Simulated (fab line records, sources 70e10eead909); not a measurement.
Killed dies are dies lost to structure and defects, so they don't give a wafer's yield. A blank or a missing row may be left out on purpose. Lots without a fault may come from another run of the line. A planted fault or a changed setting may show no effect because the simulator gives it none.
Problem report in the 8D (eight disciplines) form, filled by code | flow nand_harc | the parts of the form that need people (team, actions taken, sign-off) are left out

1. THE PROBLEM
cd_nm at NHARC_P_ZERO_WELL_CD_MEAS_24 reads a mean of 727.2 nm on 6 wafers of 2 lots; wafers without a fault read 718.1 nm with a standard deviation of 1.7. That is +5.4 standard deviations from the usual mean.
The step: target cd 720 nm.
First seen on wafer L812.1, day 8 14:28, on cd_sem-03. The record holds 39 wafers of 13 lots with a number at this step. Rule for "out", or "out of limits": more than 4 standard deviations from the usual mean. The other wafers with a number count as sound.

2. WHAT IT IS AND WHAT IT IS NOT
question                    | is                     | is not
which readings at this step | cd_nm                  | -
which lots                  | L812, L813             | L797, L801, L802, L803, L806, L807, L808, L809, L811, L815, L817
which wafers of those lots  | all that have a number | -
read on which gauges        | cd_sem-01, cd_sem-03   | cd_sem-02
when                        | from day 8 14:28       | up to then (27 sound wafers); but 6 sound wafers of L815, L817 came after

3. SUSPECTS, AND WHAT RULES EACH OUT
Counting: a tool at a process step up to the reading stays a suspect if it ran every lot that is out and no sound lot after the first of them.
- the gauge at NHARC_P_ZERO_WELL_CD_MEAS_24: ruled out. The wafers that are out were read on 2 gauges (cd_sem-01, cd_sem-03).
- litho_track-03 at NHARC_P_ZERO_WELL_PEB_22 (peb time 85 s): kept. It ran every lot that is out, first L812 (day 8 14:22), and no sound lot after that; its last sound lot up to then is L811 (day 8 04:34). Its own readings are out on those wafers: heater_power_total_W, plate_temp_C.
Left after counting: litho_track-03 at NHARC_P_ZERO_WELL_PEB_22.

4. THE CAUSE (what the simulator had put in)
Process parameter drift: litho_track-03, from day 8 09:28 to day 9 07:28, at NHARC_P_ZERO_WELL_PEB_22. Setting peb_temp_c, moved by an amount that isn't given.
Counting left only this tool.

5. THE CHAIN OF EFFECTS, in route order
Each row: a reading whose mean over the struck wafers that have a number lies more than 3 standard deviations from the usual. Only readings for which the record gives a usual standard deviation are gone through. hours: the time from each lot's start at the first step in this table that gives one to its start at this step, as a median over the lots. sigmas: the change in usual standard deviations.
hours | step                         | reading              | usual    | on struck wafers | change | sigmas
0     | NHARC_P_ZERO_WELL_PEB_22     | heater_power_total_W | 163.92 W | 180.38           | +16.46 | +59
0     | NHARC_P_ZERO_WELL_PEB_22     | plate_temp_C         | 117.97 C | 126.83           | +8.86  | +68
0     | NHARC_P_ZERO_WELL_CD_MEAS_24 | cd_nm                | 718.1 nm | 727.2            | +9.1   | +5.4
The process steps in it:
- NHARC_P_ZERO_WELL_PEB_22: peb time 85 s.
Later measuring or inspecting steps at which every struck wafer that the step has a row for has a number for every such reading, and none has moved that far: NHARC_P_ZERO_WELL_INSPECT_43, NHARC_P_STI_INSPECT_11, NHARC_P_STI_OCD_MEAS_43.

6. WHAT WOULD HAVE CAUGHT IT SOONER
In this record the first reading out of limits at a measuring or inspecting step was taken at day 8 14:28, 5 hours after the fault began at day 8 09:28.
The tool's own readings at NHARC_P_ZERO_WELL_PEB_22 were out on every struck wafer that the step has a row for (heater_power_total_W, plate_temp_C): an alarm limit on them would have fired on the first of those.
Of the lots that are out (2), L813 began NHARC_P_ZERO_WELL_PEB_22 on litho_track-03 after day 8 14:28. A hold on the tool at that time would have spared it.
